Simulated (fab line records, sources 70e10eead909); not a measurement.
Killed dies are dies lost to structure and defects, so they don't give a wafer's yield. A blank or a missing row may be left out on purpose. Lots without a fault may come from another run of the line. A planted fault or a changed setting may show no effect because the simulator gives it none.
Chamber matching | flow nand_harc | NHARC_P_M1_PRE_CLEAN_32 on pecvd-03: 3 sister chambers
The step time 12 s. 3 wafers are shown with their chamber, then 7 later ones without.

WAFERS WITH THEIR CHAMBER
wafer  | chamber | heater_power_outer_w (W)
L781.3 | 0       | 231
L792.1 | 1       | 392
L792.4 | 2       | 423

WAFERS WITHOUT THEIR CHAMBER
wafer  | heater_power_outer_w (W)
L792.5 | 394
L793.2 | 264
L793.3 | 417
L793.5 | 433
L794.2 | 446
L794.4 | 442
L794.5 | 221

WHICH CHAMBER EACH WENT THROUGH
wafer  | from the rows above     | in truth
L792.5 | can't be placed: 1 or 2 | 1
L793.2 | 0                       | 0
L793.3 | can't be placed: 2 or 1 | 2
L793.5 | can't be placed: 2 or 1 | 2
L794.2 | can't be placed: 2 or 1 | 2
L794.4 | can't be placed: 2 or 1 | 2
L794.5 | 0                       | 0
Placed correctly: 2 of 7. Can't be placed from these rows: 5 (the true chamber is among the candidates in 5). Placed wrongly: 0.
How it was worked out, from the rows above alone: a wafer's distance from a chamber is the root of the sum, over the readings, of the square of ((its reading less the chamber's mean) divided by the reading's scatter). The wafer belongs to the nearest chamber; if the next one is less than 2 further off, it can't be placed. A chamber's mean is the mean of its shown wafers. The scatter: with one shown wafer a chamber, the root of the mean of the squares of how far each hidden wafer lies from its nearest shown one.
